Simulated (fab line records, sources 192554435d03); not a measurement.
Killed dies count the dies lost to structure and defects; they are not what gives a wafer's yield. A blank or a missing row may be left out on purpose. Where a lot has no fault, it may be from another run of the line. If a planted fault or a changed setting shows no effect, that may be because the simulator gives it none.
Matching of chambers	flow n5 finfet	rie diel-01 running N5_BEOL_M2_ETCH_77: 4 sister chambers
The step etches underlayer in N2/H2, target depth 6.5 nm, time 5.2 s. 8 wafers are shown with their chamber, then 8 later ones without.

WAFERS PAIRED WITH THEIR CHAMBERS
wafer	chamber	drypump motor current A (A)	showerhead plenum p Torr (Torr)
L080.1	2	5.1	2.48
L089.1	1	5.8	2.49
L091.2	0	5.6	2.49
L091.4	1	5.8	2.49
L093.2	2	5.1	2.47
L093.4	0	5.6	2.48
L093.6	3	6.5	2.68
L094.3	3	6.6	2.68

WAFERS WITHOUT THEIR CHAMBER
wafer	drypump motor current A (A)	showerhead plenum p Torr (Torr)
L094.4	5.6	2.48
L094.5	5.6	2.48
L096.1	6.4	2.68
L096.3	5.8	2.48
L096.4	5.1	2.46
L097.1	5.8	2.48
L097.3	5.6	2.48
L097.6	5.8	2.48

EACH ONE'S CHAMBER
wafer	from the rows above	in truth
L094.4	0	0
L094.5	0	0
L096.1	3	3
L096.3	1	1
L096.4	2	2
L097.1	1	1
L097.3	0	0
L097.6	1	1
8 of 8 placed correctly. Can't be placed from these rows: 0. 0 placed wrongly.
How it was worked out, from the rows above alone: a wafer's distance from a chamber is the root of the sum, over the readings, of the square of ((its reading less the chamber's mean) divided by the reading's scatter). If the next closest chamber is less than 2 further off than the closest, the wafer can't be placed; otherwise it belongs to the closest. Each chamber's mean is taken over the wafers shown for it. The scatter: take each reading less its chamber's mean, square it, sum over the shown wafers, divide by the number of wafers less the number of chambers, and take the root.
